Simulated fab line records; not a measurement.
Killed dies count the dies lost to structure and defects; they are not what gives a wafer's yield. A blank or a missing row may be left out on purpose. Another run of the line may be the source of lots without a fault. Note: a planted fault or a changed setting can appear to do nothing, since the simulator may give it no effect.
Commonality check across tools || flow nand-harc || 42 wafers sampled across 14 lots

REASON FOR OPENING
On 2 of the 14 lots, a flag is raised at NHARC_A_ONON_D1_THK_MEAS_21 on the reading thk-nm. Fault-free wafers read 997 nm, with a standard deviation of 6.1.
Rule: a lot is flagged when every wafer of it that has a number lies more than 4 standard deviations from that mean, or none has a number. The other lots count as sound.

{"lot": "L355", "measured": "day 8 02:50", "on": "film-metro-01", "thk-nm (nm), wafer by wafer": "993 993 992", "flag": ""}
{"lot": "L356", "measured": "day 8 17:55", "on": "film-metro-01", "thk-nm (nm), wafer by wafer": "996 997 996", "flag": ""}
{"lot": "L357", "measured": "day 8 18:03", "on": "film-metro-02", "thk-nm (nm), wafer by wafer": "1008 1008 1009", "flag": ""}
{"lot": "L358", "measured": "day 9 13:17", "on": "film-metro-01", "thk-nm (nm), wafer by wafer": "997 998 997", "flag": ""}
{"lot": "L360", "measured": "day 10 04:13", "on": "film-metro-02", "thk-nm (nm), wafer by wafer": "1007 1008 1006", "flag": ""}
{"lot": "L361", "measured": "day 10 17:43", "on": "film-metro-01", "thk-nm (nm), wafer by wafer": "996 996 995", "flag": ""}
{"lot": "L363", "measured": "day 11 13:13", "on": "film-metro-02", "thk-nm (nm), wafer by wafer": "1001 997 1001", "flag": ""}
{"lot": "L364", "measured": "day 12 01:35", "on": "film-metro-01", "thk-nm (nm), wafer by wafer": "986 988 988", "flag": ""}
{"lot": "L367", "measured": "day 13 01:37", "on": "film-metro-02", "thk-nm (nm), wafer by wafer": "1436 1436 1438", "flag": "FLAGGED"}
{"lot": "L370", "measured": "day 14 06:04", "on": "film-metro-02", "thk-nm (nm), wafer by wafer": "1424 1424 1424", "flag": "FLAGGED"}
{"lot": "L371", "measured": "day 15 04:59", "on": "film-metro-01", "thk-nm (nm), wafer by wafer": "993 992 994", "flag": ""}
{"lot": "L374", "measured": "day 16 07:04", "on": "film-metro-01", "thk-nm (nm), wafer by wafer": "1005 1004 1003", "flag": ""}
{"lot": "L375", "measured": "day 16 11:50", "on": "film-metro-02", "thk-nm (nm), wafer by wafer": "991 994 993", "flag": ""}
{"lot": "L378", "measured": "day 17 17:52", "on": "film-metro-01", "thk-nm (nm), wafer by wafer": "993 992 993", "flag": ""}
Average over the flagged lots: 1430 nm; offset from the usual +433 nm, equal to +71 standard deviations.

WHICH TOOL EACH LOT WENT THROUGH
The record keeps 1 process step preceding the reading, out of 1302 steps on the route. Each cell gives the tool, then ch followed by the chambers the sampled wafers passed through, then the start.
{"lot": "L355", "flag": "", "NHARC_A_ONON_D1_DEP_19": "pecvd-onon-02 ch 0, day 8 02:30"}
{"lot": "L356", "flag": "", "NHARC_A_ONON_D1_DEP_19": "pecvd-onon-03 ch 0, day 8 17:23"}
{"lot": "L357", "flag": "", "NHARC_A_ONON_D1_DEP_19": "pecvd-onon-04 ch 0, day 8 17:36"}
{"lot": "L358", "flag": "", "NHARC_A_ONON_D1_DEP_19": "pecvd-onon-02 ch 0, day 9 12:46"}
{"lot": "L360", "flag": "", "NHARC_A_ONON_D1_DEP_19": "pecvd-onon-02 ch 0, day 10 03:46"}
{"lot": "L361", "flag": "", "NHARC_A_ONON_D1_DEP_19": "pecvd-onon-02 ch 0, day 10 17:16"}
{"lot": "L363", "flag": "", "NHARC_A_ONON_D1_DEP_19": "pecvd-onon-02 ch 0, day 11 12:42"}
{"lot": "L364", "flag": "", "NHARC_A_ONON_D1_DEP_19": "pecvd-onon-03 ch 0, day 12 01:08"}
{"lot": "L367", "flag": "FLAGGED", "NHARC_A_ONON_D1_DEP_19": "pecvd-onon-02 ch 0, day 13 01:07"}
{"lot": "L370", "flag": "FLAGGED", "NHARC_A_ONON_D1_DEP_19": "pecvd-onon-02 ch 0, day 14 05:35"}
{"lot": "L371", "flag": "", "NHARC_A_ONON_D1_DEP_19": "pecvd-onon-04 ch 0, day 15 04:28"}
{"lot": "L374", "flag": "", "NHARC_A_ONON_D1_DEP_19": "pecvd-onon-03 ch 0, day 16 06:36"}
{"lot": "L375", "flag": "", "NHARC_A_ONON_D1_DEP_19": "pecvd-onon-04 ch 0, day 16 11:19"}
{"lot": "L378", "flag": "", "NHARC_A_ONON_D1_DEP_19": "pecvd-onon-02 ch 0, day 17 17:25"}
These steps, and what they do:
- NHARC_A_ONON_D1_DEP_19: target thk 1000 nm.
- NHARC_A_ONON_D1_THK_MEAS_21: measures by ellipsometry.

FLAGGED AGAINST TOTAL, ONE TOOL AT A TIME (gauges that did the reading follow at the end)
{"step": "NHARC_A_ONON_D1_DEP_19", "tool": "pecvd-onon-02", "lots run": 8, "flagged": 2, "share of the flagged lots": "all", "sound lots run after its first flagged lot": "1 (L378)"}
{"step": "NHARC_A_ONON_D1_DEP_19", "tool": "pecvd-onon-03", "lots run": 3, "flagged": 0, "share of the flagged lots": "none", "sound lots run after its first flagged lot": "-"}
{"step": "NHARC_A_ONON_D1_DEP_19", "tool": "pecvd-onon-04", "lots run": 3, "flagged": 0, "share of the flagged lots": "none", "sound lots run after its first flagged lot": "-"}
{"step": "NHARC_A_ONON_D1_THK_MEAS_21", "tool": "film-metro-01", "lots run": 8, "flagged": 0, "share of the flagged lots": "none", "sound lots run after its first flagged lot": "-"}
{"step": "NHARC_A_ONON_D1_THK_MEAS_21", "tool": "film-metro-02", "lots run": 6, "flagged": 2, "share of the flagged lots": "all", "sound lots run after its first flagged lot": "1 (L375)"}

WHAT THE TABLE ALLOWS
Table rows that saw every flagged lot: 2, namely pecvd-onon-02 at NHARC_A_ONON_D1_DEP_19 and film-metro-02 at NHARC_A_ONON_D1_THK_MEAS_21.
- pecvd-onon-02 at NHARC_A_ONON_D1_DEP_19 ran 8 lots, 2 of them flagged. Sound lots ran on it after the first flagged one (L378), which a lasting fault on the whole tool wouldn't allow.
- film-metro-02 at NHARC_A_ONON_D1_THK_MEAS_21 ran 6 lots, 2 of them flagged. Sound lots ran on it after the first flagged one (L375), which a lasting fault on the whole tool wouldn't allow.
Every row of the table either missed a flagged lot or ran a sound lot after the first.

WHAT HAD BEEN PUT IN BY THE SIMULATOR
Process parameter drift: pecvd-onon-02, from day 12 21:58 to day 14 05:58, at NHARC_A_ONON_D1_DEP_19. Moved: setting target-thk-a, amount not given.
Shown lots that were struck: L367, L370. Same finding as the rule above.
